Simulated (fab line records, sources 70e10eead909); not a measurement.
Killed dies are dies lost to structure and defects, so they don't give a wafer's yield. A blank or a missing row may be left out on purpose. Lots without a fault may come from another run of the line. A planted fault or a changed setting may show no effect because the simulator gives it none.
fab line records | flow nand_harc
record lots=5 wafers=15 last_day=32
route steps=1302 shown A_CHANNEL_HOLE_D2@604 A_CHANNEL_FILL_D2@610 END@1302
lots that met no fault: from a run of the same line without faults
start_h: hours from the record's first day to the start of the lot's first wafer shown | wait_h: hours since the lot's step before | " the same as in the row above | L1.1+2: a row that stands for several wafers | - no value, or no start given | * or withheld: withheld | < > ~ a bound
route shown NAME@n: a module of which the file shows steps, and the number in the route of the first | usual: mean/standard deviation of fault-free wafers | same: alike in all rows | chamber/n: place in a boat | sites: the reading at each site | _std_site: their standard deviation | _edge_site: outer sites' mean less inner sites' | radius_mm: how far each site lies from the wafer's centre | mask NAME#n: copy n | behind: the tool/chamber that last shaped the wafer | hold: why the lot was held/for how many hours/how that ended | device: the transistor (n, p or np) that didn't switch | end of line: the same wafers' tests at the end of the route | a step without rows: its recipe alone | killed: dies lost to structure and defects at the first sort, not the wafer's yield | map: a wafer's dies, x killed, . not, _ none there
set.NAME: the setting as run; set.NAME@STEP: as run at that earlier step | model.NAME: the simulator's own value behind a step, which no gauge read
lots at some steps of the route; a table a step, a row a wafer
services: from which hour (start_h, from the record's first day; less than 0 if before it) a tool's chamber was out of use, for how many hours, and why
## steps
# step NHARC_A_CHANNEL_HOLE_D2_STRIP_28
# recipe o2_flow_sccm=500 ar_flow_sccm=0 bias_w=0 chemistry=O2
# usual chamber_pressure_mTorr=60.01/0.055 drypump_motor_current_A=5.6/0.45 oes_product_au=0.996/0.0085 rf_vpp_V=57.5/0.84 showerhead_plenum_p_Torr=3.46/0.13 throttle_valve_pct=17.036/0.0091
# columns lot.wafer tool chamber start_h wait_h chamber_pressure_mTorr drypump_motor_current_A oes_product_au rf_hours_counter_h rf_vpp_V showerhead_plenum_p_Torr throttle_valve_pct
L366.4 rie_diel-12 3 - - 60.06 6.1 1.005 5.6 58.5 3.47 17.030
L366.5 " 2 " " 60.06 4.7 0.996 - 58.5 3.65 17.027
L366.6 " 3 " " 60.00 6.1 1.001 - 58.6 3.47 17.051
L365.1 rie_diel-12 0 - - 59.98 5.7 0.987 5.3 57.8 3.75 17.028
L365.2 " 3 " " 59.97 6.1 1.010 5.8 56.7 3.47 17.027
L365.5 " 1 " " 60.06 6.2 0.996 - 57.1 3.39 17.051
L367.4 rie_diel-03 3 - - 60.04 6.1 0.999 4.7 58.3 3.41 17.035
L367.1 " 1 " " 60.04 5.3 0.989 4.3 58.4 3.32 17.029
L367.5 " 3 " " 60.08 6.1 0.996 - 57.8 3.41 17.036
L377.3 rie_diel-03 1 - - 60.06 5.3 0.985 0.0 56.3 3.32 17.047
L377.2 " 2 " " 60.03 5.9 0.991 0.0 58.4 3.29 17.040
L377.4 " 0 " " 60.07 5.5 0.991 0.1 57.0 3.50 17.034
L378.1 rie_diel-12 0 - - 60.10 5.7 0.993 3.5 58.0 3.74 17.053
L378.5 " 2 " " 59.99 4.7 0.999 - 59.2 3.64 17.040
L378.6 " 3 " " 59.95 6.1 0.986 - 57.2 3.46 17.030
# step NHARC_A_CHANNEL_HOLE_D2_PRECLEAN_29
# recipe time_s=* temp_c=50 bath_age_min=0 chemistry=SC1
# step NHARC_A_CHANNEL_HOLE_D2_SRD_30
# step NHARC_A_CHANNEL_HOLE_D2_CD_MEAS_31
# usual cd_nm=89.9/1.3
# columns lot.wafer tool chamber start_h wait_h cd_nm
L366.4 cd_sem-01 - 364.31 - 89.0
L366.5 " - " " 89.4
L366.6 " - " " 90.2
L365.1 cd_sem-01 - 367.43 - 90.0
L365.2 " - " " 89.8
L365.5 " - " " 91.2
L367.1 cd_sem-03 - 374.73 - 89.6
L367.4 " - " " 89.4
L367.5 " - " " 90.0
L377.2 cd_sem-02 - 471.80 - 89.6
L377.3 " - " " 90.4
L377.4 " - " " 90.3
L378.1 cd_sem-03 - 487.69 - 88.7
L378.5 " - " " 90.2
L378.6 " - " " 90.6
# step NHARC_A_CHANNEL_HOLE_D2_XSEM_32
# recipe landing_energy_ev=35000
# step NHARC_A_CHANNEL_HOLE_D2_INSPECT_40
# usual raw_defect_count=279/87
# columns lot.wafer tool chamber start_h wait_h raw_defect_count
L366.4 defect_inspect-01 - 364.49 - 130
L366.5 " - " " 193
L366.6 " - " " 177
L365.1 defect_inspect-02 - 367.62 - 408
L365.2 " - " " 459
L365.5 " - " " 393
L367.1 defect_inspect-02 - 374.93 - 273
L367.4 " - " " 370
L367.5 " - " " 236
L377.2 defect_inspect-01 - 471.99 - 188
L377.3 " - " " 188
L377.4 " - " " 203
L378.1 defect_inspect-02 - 487.88 - 151
L378.5 " - " " 152
L378.6 " - " " 180
# step NHARC_A_CHANNEL_FILL_D2_PRECLEAN_00
# recipe time_s=* temp_c=50 bath_age_min=0 chemistry=SC1
# step NHARC_A_CHANNEL_FILL_D2_SRD_01
# step NHARC_A_CHANNEL_FILL_D2_ALD_02
# recipe target_thk_a=60 pulse_time_s=10 ald_cycles=60 temp_c=300 material=SiO2
# usual ald_cycles=60/0 heater_power_w=474/27 precursor_pulse_height_rel=0.998/0.019
# columns lot.wafer tool chamber start_h wait_h ald_cycles heater_power_w precursor_pulse_height_rel
L366.4 ald_hk-03 3 364.76 - 60 458 1.015
L366.6 " 2 " " 60 501 1.017
L366.5 " 3 " " 60 467 1.014
L365.1 ald_hk-03 0 368.10 - 60 516 0.959
L365.2 " 1 " " 60 465 1.009
L365.5 " 2 " " 60 510 0.999
L367.1 ald_hk-02 0 375.20 - 60 501 1.014
L367.4 " 2 " " 60 459 1.001
L367.5 " 3 " " 60 445 1.008
L377.3 ald_hk-02 2 472.18 - 60 459 1.017
L377.2 " 3 " " 60 442 0.987
L377.4 " 0 " " 60 515 1.038
L378.1 ald_hk-04 1 488.29 - 60 401 0.990
L378.6 " 2 " " 60 490 0.994
L378.5 " 3 " " 60 463 1.000
# step NHARC_A_CHANNEL_FILL_D2_ALD_03
# recipe target_thk_a=60 pulse_time_s=60 ald_cycles=58 temp_c=630 pressure_torr=2 material=SiNx
# usual ald_cycles=58/0 chamber_pressure_Torr=1.999/0.0049 precursor_pulse_height_rel=1.000/0.021
# columns lot.wafer tool chamber start_h wait_h ald_cycles chamber_pressure_Torr precursor_pulse_height_rel
L366.4 ald_sin_batch-02 0 - - 58 2.001 0.970
L366.5 " 0 " " 58 1.997 0.980
L366.6 " 0 " " 58 1.999 0.996
L365.1 ald_sin_batch-01 0 - - 58 2.001 1.009
L365.2 " 0 " " 58 2.003 1.000
L365.5 " 0 " " 58 1.999 1.024
L367.1 ald_sin_batch-02 0 - - 58 1.998 1.024
L367.4 " 0 " " 58 2.003 0.999
L367.5 " 0 " " 58 1.993 1.006
L377.2 ald_sin_batch-02 0 - - 58 1.999 0.983
L377.3 " 0 " " 58 2.004 0.963
L377.4 " 0 " " 58 1.999 1.019
L378.1 ald_sin_batch-02 0 - - 58 1.985 1.031
L378.5 " 0 " " 58 1.989 0.977
L378.6 " 0 " " 58 1.991 1.002
# step NHARC_A_CHANNEL_FILL_D2_ALD_14
# recipe target_thk_a=25 pulse_time_s=10 ald_cycles=25 temp_c=300 material=SiO2
# usual ald_cycles=25/0 heater_power_w=469/28 precursor_pulse_height_rel=0.999/0.02
# columns lot.wafer tool chamber start_h wait_h ald_cycles heater_power_w precursor_pulse_height_rel
L366.4 ald_hk-03 3 371.66 0.0 25 451 1.003
L366.6 " 3 " " 25 455 1.016
L366.5 " 0 " " 25 500 1.005
L365.1 ald_hk-04 3 375.34 0.1 25 474 1.016
L365.2 " 0 " " 25 464 1.001
L365.5 " 1 " " 25 411 0.996
L367.1 ald_hk-04 3 382.14 0.1 25 484 1.012
L367.4 " 0 " " 25 483 1.021
L367.5 " 3 " " 25 485 0.982
L377.4 ald_hk-03 2 479.21 0.1 25 511 1.019
L377.3 " 3 " " 25 464 0.981
L377.2 " 0 " " 25 500 0.988
L378.1 ald_hk-04 0 495.15 0.1 25 489 0.991
L378.5 " 2 " " 25 490 0.994
L378.6 " 3 " " 25 472 0.976
# step NHARC_A_CHANNEL_FILL_D2_ALD_15
# recipe target_thk_a=20 pulse_time_s=60 ald_cycles=19 temp_c=630 pressure_torr=2 material=SiNx
# usual ald_cycles=19/0 chamber_pressure_Torr=2.001/0.0046 precursor_pulse_height_rel=1.001/0.019
# columns lot.wafer tool chamber start_h wait_h ald_cycles chamber_pressure_Torr precursor_pulse_height_rel
L366.4 ald_sin_batch-03 0 375.00 3.3 19 2.008 0.990
L366.5 " 0 " " 19 2.001 0.959
L366.6 " 0 " " 19 2.005 1.004
L365.1 ald_sin_batch-01 0 - - 19 2.002 0.973
L365.2 " 0 " " 19 1.991 1.009
L365.5 " 0 " " 19 1.996 1.018
L367.1 ald_sin_batch-03 0 - - 19 1.995 1.007
L367.4 " 0 " " 19 1.987 0.985
L367.5 " 0 " " 19 2.001 1.017
L377.2 ald_sin_batch-02 0 - - 19 1.997 0.996
L377.3 " 0 " " 19 1.999 1.005
L377.4 " 0 " " 19 2.002 0.970
L378.1 ald_sin_batch-01 0 - - 19 2.006 1.009
L378.5 " 0 " " 19 2.008 0.987
L378.6 " 0 " " 19 2.007 1.021
# step NHARC_A_CHANNEL_FILL_D2_ALD_16
# recipe target_thk_a=15 pulse_time_s=10 ald_cycles=15 temp_c=300 material=SiO2
# usual ald_cycles=15/0 heater_power_w=473/29 precursor_pulse_height_rel=1.001/0.02
# columns lot.wafer tool chamber start_h wait_h ald_cycles heater_power_w precursor_pulse_height_rel
L366.4 ald_hk-03 2 377.16 0.2 15 505 1.015
L366.5 " 0 " " 15 509 0.990
L366.6 " 1 " " 15 464 1.000
L365.1 ald_hk-04 0 380.49 0.1 15 474 0.991
L365.2 " 2 " " 15 481 1.019
L365.5 " 3 " " 15 476 0.983
L367.1 ald_hk-04 1 387.34 0.1 15 413 0.997
L367.4 " 3 " " 17 491 0.995
L367.5 " 1 " " 15 416 0.970
L377.3 ald_hk-03 3 488.04 3.8 15 454 0.980
L377.2 " 0 " " 15 502 0.984
L377.4 " 1 " " 15 477 1.007
L378.1 ald_hk-03 3 501.28 0.1 15 449 1.034
L378.6 " 1 " " 15 464 1.009
L378.5 " 2 " " 15 496 0.987
# step NHARC_A_CHANNEL_FILL_D2_ANNEAL_17
# recipe temp_c=850 time_s=1800
# step NHARC_END_SORT_01
# recipe temp_c=25
# usual killed_at_array=46/16 killed_at_other=0.9/1.3 killed_at_periphery=4.1/3 killed_dies=51/17 killed_open=3.5/1.8 killed_short=2.5/1.8
# same gross_dies=677
# columns lot.wafer tool chamber start_h wait_h killed_at_array killed_at_other killed_at_periphery killed_dies killed_open killed_short
L367.1 prober-02 0 642.39 2.5 49 1 3 53 5 2
L367.4 prober-02 0 644.82 3.4 35 0 1 36 3 1
L367.5 prober-02 0 645.63 3.7 45 1 2 48 5 5
L377.2 prober-01 0 742.98 2.8 46 0 0 46 3 1
L377.3 prober-01 0 743.76 3.1 44 0 6 50 3 0
L377.4 prober-01 0 744.55 3.4 40 0 2 42 7 2
# killed by level:class
L367.1 A_CHANNEL_HOLE_D2:chamber_film_flake=32 A_CHANNEL_HOLE_D1:chamber_film_flake=4 A_DECK1_JOINT:chamber_film_flake=3 A_M0:geometric_particle:open=2 A_SLIT:chamber_film_flake=2 A_WL_FILL:chamber_film_flake=2 P_CONTACT:geometric_particle:open=1 P_M2:geometric_particle:open=1
L367.4 A_CHANNEL_HOLE_D2:chamber_film_flake=22 A_CHANNEL_HOLE_D1:chamber_film_flake=3 A_DECK1_JOINT:chamber_film_flake=2 A_ONON_D1:geometric_particle:open=1 A_CHANNEL_FILL_D1:geometric_particle:short=1 A_CHANNEL_FILL_D2:geometric_particle:open=1 A_BLC:geometric_particle:open=1 P_M2:chamber_film_flake=1
L367.5 A_CHANNEL_HOLE_D2:chamber_film_flake=28 A_CHANNEL_HOLE_D1:chamber_film_flake=3 P_CONTACT:geometric_particle:open=2 A_M0:geometric_particle:short=2 A_M1:geometric_particle:open=2 A_STAIRCASE:chamber_film_flake=2 A_WL_FILL:chamber_film_flake=2 A_CHANNEL_FILL_D1:geometric_particle:short=1
L377.2 A_CHANNEL_HOLE_D1:chamber_film_flake=15 A_STAIRCASE:chamber_film_flake=13 A_CHANNEL_HOLE_D2:chamber_film_flake=5 A_SLIT:chamber_film_flake=5 A_CHANNEL_HOLE_D1:geometric_particle:open=1 A_CHANNEL_FILL_D2:geometric_particle:open=1 A_WL_FILL:geometric_particle:short=1 A_M0:geometric_particle:open=1
L377.3 A_CHANNEL_HOLE_D1:chamber_film_flake=19 A_STAIRCASE:chamber_film_flake=9 P_GATE:chamber_film_flake=5 A_WL_FILL:chamber_film_flake=5 A_CHANNEL_HOLE_D2:chamber_film_flake=2 A_CONTACT:chamber_film_flake=2 A_BONDPAD:chamber_film_flake=2 A_ONON_D1:geometric_particle:open=1
L377.4 A_CHANNEL_HOLE_D1:chamber_film_flake=10 A_CHANNEL_HOLE_D2:chamber_film_flake=7 A_SLIT:chamber_film_flake=7 A_STAIRCASE:chamber_film_flake=6 P_CONTACT:geometric_particle:open=2 A_SOURCE_PLATE:geometric_particle:short=1 A_CHANNEL_FILL_D1:geometric_particle:open=1 A_ONON_D2:geometric_particle:open=1
## services
# columns tool chamber start_h hours kind
rie_diel-12 0 351.02 - clean
rie_diel-12 1 351.02 - clean
rie_diel-12 2 351.02 - clean
rie_diel-12 3 351.02 - clean
ald_hk-03 0 398.20 10.0 vent_cycle
ald_hk-03 1 398.20 10.0 vent_cycle
ald_hk-03 2 398.20 10.0 vent_cycle
ald_hk-03 0 408.20 - clean
ald_hk-03 1 408.20 - clean
ald_hk-03 2 408.20 - clean
ald_hk-03 3 408.20 - clean
ald_hk-04 - 432.00 10.0 pm
ald_hk-04 0 432.00 10.0 vent_cycle
ald_hk-04 1 432.00 10.0 vent_cycle
ald_hk-04 2 432.00 10.0 vent_cycle
ald_hk-04 3 432.00 10.0 vent_cycle
ald_hk-04 0 442.00 - clean
ald_hk-04 1 442.00 - clean
ald_hk-04 2 442.00 - clean
ald_hk-04 3 442.00 - clean
rie_diel-12 - 445.52 9.0 pm
rie_diel-03 - 458.30 9.0 pm
ald_hk-03 - 458.51 0.9 repair
rie_diel-03 1 474.44 7.4 repair
## key
first_sign step=NHARC_A_CHANNEL_FILL_D2_ALD_16 reading=ald_cycles direction=up sigmas=99+ usual=15 struck=17
effect none on later readings
met_at NHARC_A_CHANNEL_FILL_D2_ALD_16
struck_wafers L367.4
tester_left_out L367
onset_between 380.49 387.34
fault kind=process_parameter_drift tool=ald_hk-04 chamber=- onset_h=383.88 steps=NHARC_A_CHANNEL_FILL_D2_ALD_16 channel=ald_cycles offset=2 shape=step end_h=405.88 scope=struck_wafers_only acts_in=these_recipes_only stated=15
# tester_left_out: of these lots the tester's yield and bins aren't shown, on N5 and GAA mostly nor the transistor test; their killed dies are dies lost to structure and defects alone, not to doping, threshold or leakage, so they don't give the yield
